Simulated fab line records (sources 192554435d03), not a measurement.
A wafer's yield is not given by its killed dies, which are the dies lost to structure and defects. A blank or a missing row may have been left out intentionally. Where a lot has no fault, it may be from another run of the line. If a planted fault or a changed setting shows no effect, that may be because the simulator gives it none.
Lot-split experiment / flow n5 finfet / 21 wafers read across 7 lots, on a route 1938 steps long

ON THE SPLIT
At N5_DUMMY_GATE_ETCH_37 (etches SOC in N2/H2, target depth 60 nm, overetch 30 nm), the setting source w was moved away from the recipe's 840 W on 8 of the 21 wafers read, by -10.3% to +16.5%. All remaining wafers had this setting at the recipe value.

The reading is taken at the split's own step.

THE READING
rf vpp V, in V, at N5_DUMMY_GATE_ETCH_37 (etches SOC in N2/H2, target depth 60 nm, overetch 30 nm). On this fab line, fault-free wafers typically give 524.0 V with a standard deviation of 2.8 V.

wafer=L075.1; tool, chamber at the split=rie diel-06, 2; source w as run, W=927.3; against the recipe=+10.4%; rf vpp V, V=505.4; against lot-mates on the recipe=-20.7
wafer=L075.4; tool, chamber at the split=rie diel-06, 3; source w as run, W=840; against the recipe=recipe; rf vpp V, V=524.1; against lot-mates on the recipe=-
wafer=L075.5; tool, chamber at the split=rie diel-06, 0; source w as run, W=840; against the recipe=recipe; rf vpp V, V=528.1; against lot-mates on the recipe=-
wafer=L078.1; tool, chamber at the split=rie diel-05, 1; source w as run, W=840; against the recipe=recipe; rf vpp V, V=520.7; against lot-mates on the recipe=-
wafer=L078.2; tool, chamber at the split=rie diel-05, 2; source w as run, W=840; against the recipe=recipe; rf vpp V, V=527.2; against lot-mates on the recipe=-
wafer=L078.4; tool, chamber at the split=rie diel-05, 3; source w as run, W=840; against the recipe=recipe; rf vpp V, V=519.0; against lot-mates on the recipe=-
wafer=L084.2; tool, chamber at the split=rie diel-06, 3; source w as run, W=840; against the recipe=recipe; rf vpp V, V=525.9; against lot-mates on the recipe=-
wafer=L084.3; tool, chamber at the split=rie diel-06, 1; source w as run, W=840; against the recipe=recipe; rf vpp V, V=524.7; against lot-mates on the recipe=-
wafer=L084.5; tool, chamber at the split=rie diel-06, 2; source w as run, W=840; against the recipe=recipe; rf vpp V, V=521.8; against lot-mates on the recipe=-
wafer=L085.2; tool, chamber at the split=rie diel-05, 2; source w as run, W=840; against the recipe=recipe; rf vpp V, V=525.6; against lot-mates on the recipe=-
wafer=L085.4; tool, chamber at the split=rie diel-05, 1; source w as run, W=978.5; against the recipe=+16.5%; rf vpp V, V=496.5; against lot-mates on the recipe=-29.1
wafer=L085.6; tool, chamber at the split=rie diel-05, 0; source w as run, W=978.5; against the recipe=+16.5%; rf vpp V, V=497.1; against lot-mates on the recipe=-28.5
wafer=L089.1; tool, chamber at the split=rie diel-06, 3; source w as run, W=913.8; against the recipe=+8.8%; rf vpp V, V=508.4; against lot-mates on the recipe=-14.4
wafer=L089.4; tool, chamber at the split=rie diel-06, 0; source w as run, W=913.8; against the recipe=+8.8%; rf vpp V, V=514.4; against lot-mates on the recipe=-8.4
wafer=L089.5; tool, chamber at the split=rie diel-06, 3; source w as run, W=840; against the recipe=recipe; rf vpp V, V=522.8; against lot-mates on the recipe=-
wafer=L096.1; tool, chamber at the split=rie diel-01, 1; source w as run, W=753.9; against the recipe=-10.3%; rf vpp V, V=545.8; against lot-mates on the recipe=+21.5
wafer=L096.2; tool, chamber at the split=rie diel-01, 0; source w as run, W=753.9; against the recipe=-10.3%; rf vpp V, V=545.9; against lot-mates on the recipe=+21.6
wafer=L096.3; tool, chamber at the split=rie diel-01, 2; source w as run, W=840; against the recipe=recipe; rf vpp V, V=524.3; against lot-mates on the recipe=-
wafer=L097.2; tool, chamber at the split=rie diel-05, 3; source w as run, W=840; against the recipe=recipe; rf vpp V, V=526.9; against lot-mates on the recipe=-
wafer=L097.4; tool, chamber at the split=rie diel-05, 0; source w as run, W=761.1; against the recipe=-9.4%; rf vpp V, V=535.5; against lot-mates on the recipe=+11.9
wafer=L097.6; tool, chamber at the split=rie diel-05, 1; source w as run, W=840; against the recipe=recipe; rf vpp V, V=520.3; against lot-mates on the recipe=-

FIT RESULTS
A straight line over all 21 wafers: rf vpp V changes by -1.7 V for each +1% of source w; r = -0.97; the points scatter about the line by 3.1 V.
The same after taking each lot's own level away (the mean of its wafers on the recipe; 21 wafers): -1.75 V for each +1%; r = -0.97; scatter 3 V.
The reading moves by 29 V for the largest change in source w, on that fit.
Across the lots, their own levels run from 522.30 to 526.10 V, a range of 1.4 times the standard deviation given above.
The two slopes are in agreement: the lot-to-lot level therefore moves the slope only a little.
Check: -28.2 V against its lot-mates is what the line predicts for one of the wafers moved furthest among these (+16.5%) when that wafer is left out of the fit. Against them it came out at -29.1 V.
Tool readings at the split's step, against how far the setting was moved: rf vpp V r = -0.97.

OTHER SPLITS APPLIED TO THESE WAFERS
Note: prior to the reading, these wafers also went through further splits. Each is held against what the fit with the lots' levels taken away leaves over:
other split on the same wafers=N5_WELL_APT_COAT_02 spin rpm; wafers away from the commonest value=9; r with rf vpp V (lot level and that fit taken away)=-0.03
other split on the same wafers=N5_PMOS_HMC_CHANNEL_EPI_HM_DEP_34 time s; wafers away from the commonest value=8; r with rf vpp V (lot level and that fit taken away)=-0.21
other split on the same wafers=N5_PMOS_HMC_CHANNEL_EPI_COAT_03 spin rpm; wafers away from the commonest value=7; r with rf vpp V (lot level and that fit taken away)=+0.11
other split on the same wafers=N5_FIN_SAQP_PEB_14 peb time s; wafers away from the commonest value=9; r with rf vpp V (lot level and that fit taken away)=-0.10
other split on the same wafers=N5_FIN_CUT_CUT_ETCH_15 time s; wafers away from the commonest value=9; r with rf vpp V (lot level and that fit taken away)=-0.07
other split on the same wafers=N5_STI_FIN_REVEAL_ALD_14 target thk a; wafers away from the commonest value=4; r with rf vpp V (lot level and that fit taken away)=-0.10
other split on the same wafers=N5_DUMMY_GATE_EXPOSE_12 dose mj; wafers away from the commonest value=5; r with rf vpp V (lot level and that fit taken away)=-0.11

THE FILE'S OWN FIT
rf vpp V changes by -1.73 V for each +1% of source w, r = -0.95.
